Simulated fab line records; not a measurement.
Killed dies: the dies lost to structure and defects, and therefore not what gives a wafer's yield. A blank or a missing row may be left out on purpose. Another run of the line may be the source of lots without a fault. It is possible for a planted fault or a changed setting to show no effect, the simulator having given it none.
Which tool did it? | flow n5-finfet | 9 lots with 27 wafers sampled at 4 steps, on a route of 1938 steps

## WHAT THE GAUGES READ, wafer by wafer
N5_WELL_APT_INSPECT_38: inspects for defects (darkfield).
lot  | measured    | on                | raw-defect-count
L439 | day 2 05:49 | defect-inspect-02 | 27 12 10
L441 | day 2 17:09 | defect-inspect-02 | 14 18 22
L443 | day 3 05:31 | defect-inspect-02 | 12 8 13
L446 | day 3 22:47 | defect-inspect-01 | 14 16 15
L448 | day 4 10:43 | defect-inspect-01 | 15 8 6
L450 | day 4 22:37 | defect-inspect-01 | 10 15 18
L453 | day 5 17:05 | defect-inspect-02 | 19 25 17
L455 | day 6 04:57 | defect-inspect-01 | 9 9 8
L459 | day 7 04:41 | defect-inspect-02 | 16 624 6

## EACH LOT AND THE TOOL THAT RAN IT (in order: tool; ch and the chambers of the sampled wafers; start)
lot  | N5_ZERO_LAYER_STRIP_24              | N5_WELL_APT_STRIP_16               | N5_WELL_APT_DESCUM_30
L439 | plasma-asher-02 ch 0,1, day 2 00:56 | wet-bench-01 ch 1,4,7, day 2 03:04 | rie-diel-02 ch 0,1,3, day 2 04:10
L441 | plasma-asher-01 ch 0,1, day 2 13:29 | wet-bench-06 ch 0,4,7, day 2 14:44 | rie-diel-05 ch 0,1, day 2 15:30
L443 | plasma-asher-01 ch 0,1, day 3 01:07 | wet-bench-01 ch 3,5,7, day 3 02:54 | rie-diel-04 ch 1,2,3, day 3 03:40
L446 | plasma-asher-02 ch 0, day 3 18:53   | wet-bench-01 ch 2,3,4, day 3 20:16 | rie-diel-05 ch 0,3, day 3 20:55
L448 | plasma-asher-01 ch 0,1, day 4 07:01 | wet-bench-01 ch 0,5,7, day 4 08:17 | rie-diel-02 ch 0,2, day 4 09:02
L450 | plasma-asher-02 ch 0,1, day 4 18:55 | wet-bench-06 ch 1,2,4, day 4 20:16 | rie-diel-05 ch 0,1, day 4 20:54
L453 | plasma-asher-01 ch 0,1, day 5 13:04 | wet-bench-05 ch 0,3,4, day 5 14:35 | rie-diel-02 ch 1,2,3, day 5 15:21
L455 | plasma-asher-02 ch 0,1, day 6 00:53 | wet-bench-01 ch 0,1,6, day 6 02:22 | rie-diel-05 ch 0,3, day 6 03:07
L459 | plasma-asher-01 ch 0,1, day 7 00:55 | wet-bench-01 ch 0,3,4, day 7 02:09 | rie-diel-04 ch 0,1,3, day 7 02:47
- N5_ZERO_LAYER_STRIP_24: strips in O2.
- N5_WELL_APT_STRIP_16: strips in SPM, time 900 s.
- N5_WELL_APT_DESCUM_30: chemistry O2, time 7.9 s.

## THE ANSWER, worked out from the rows above alone
Rule: usual is defined by the lots themselves. Put in order of their means at a reading, lots are off if they are a third of the lots or fewer, leave a main group of 4 or more, and stand apart from it by a gap of 3 or more times the standard deviation of the main group's means; of several such gaps the widest counts. The tables above print the reading to a certain number of digits; a main group whose means all agree to those digits is not used. Also off: a lot with no number at a reading for which 4 or more lots have one. Any other lot the step has rows for is counted as sound.
Off at N5_WELL_APT_INSPECT_38 (raw-defect-count): L459. The main group has a mean of 14 with a standard deviation of 3.9.
If a tool, at a process step before that reading, ran all the lots that are off and no sound lot after the first of them, it fits. Gauges at N5_WELL_APT_INSPECT_38: tried the same way as those tools. Can't be told from this: 4 tools fit, plasma-asher-01 at N5_ZERO_LAYER_STRIP_24, wet-bench-01 at N5_WELL_APT_STRIP_16, rie-diel-04 at N5_WELL_APT_DESCUM_30, defect-inspect-02 at N5_WELL_APT_INSPECT_38.

## WHAT THE SIMULATOR HAD PUT IN
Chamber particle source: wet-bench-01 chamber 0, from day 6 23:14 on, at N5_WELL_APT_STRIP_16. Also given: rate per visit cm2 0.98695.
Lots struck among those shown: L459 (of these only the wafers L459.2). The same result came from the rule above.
